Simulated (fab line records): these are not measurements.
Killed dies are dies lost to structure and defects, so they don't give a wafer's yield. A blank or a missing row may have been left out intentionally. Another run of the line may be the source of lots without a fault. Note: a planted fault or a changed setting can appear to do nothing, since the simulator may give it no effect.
What tool caused it? || flow n5_finfet || at 1 step of a route of 1938, 11 lots with 33 wafers sampled

## WHAT THE GAUGES SHOWED, per wafer
N5_BEOL_M6_OVL_MEAS_12.
{"lot": "L074", "measured": "day 8 20:35", "on": "overlay-02", "M6_OVL (nm)": "-0.8 -0.6 0.3"}
{"lot": "L077", "measured": "day 9 17:52", "on": "overlay-02", "M6_OVL (nm)": "-0.2 1.3 0.2"}
{"lot": "L078", "measured": "day 9 21:34", "on": "overlay-02", "M6_OVL (nm)": "0.4 -0.5 0.6"}
{"lot": "L082", "measured": "day 10 16:27", "on": "overlay-02", "M6_OVL (nm)": "1.4 1.7 0.4"}
{"lot": "L084", "measured": "day 10 19:37", "on": "overlay-02", "M6_OVL (nm)": "-0.5 -0.2 -0.4"}
{"lot": "L085", "measured": "day 11 12:25", "on": "overlay-02", "M6_OVL (nm)": "-1.0 0.1 0.2"}
{"lot": "L087", "measured": "day 12 05:59", "on": "overlay-01", "M6_OVL (nm)": "1.3 0.6 1.3"}
{"lot": "L089", "measured": "day 12 15:04", "on": "overlay-02", "M6_OVL (nm)": "-1.6 -1.4 -1.2"}
{"lot": "L091", "measured": "day 13 09:18", "on": "overlay-02", "M6_OVL (nm)": "-0.1 -1.0 0.2"}
{"lot": "L093", "measured": "day 13 18:23", "on": "overlay-01", "M6_OVL (nm)": "-0.1 -0.6 -0.3"}
{"lot": "L097", "measured": "day 14 12:14", "on": "overlay-02", "M6_OVL (nm)": "-0.6 -0.7 -0.4"}

## WHAT TOOL EACH LOT RAN ON (gives the tool, then ch and the chambers of the sampled wafers, and finally the start)
The record holds no process step before these readings.

## THE ANSWER, worked out from the rows above alone
Rule: the usual values come from the lots themselves. The widest of any qualifying gaps counts: lots, ordered by their means at a reading, are off when they make up no more than a third of the lots, leave a main group of 4 or more, and stand apart from it by 3 or more times the standard deviation of that group's means. The tables above print the reading to a certain number of digits; a main group whose means all agree to those digits is not used. Also off: a lot with no number at a reading for which 4 or more lots have one. Any other lot the step has rows for is counted as sound.
Nothing can be told from this: no lot is off at any reading shown.

## WHAT THE SIMULATOR HAD INSERTED
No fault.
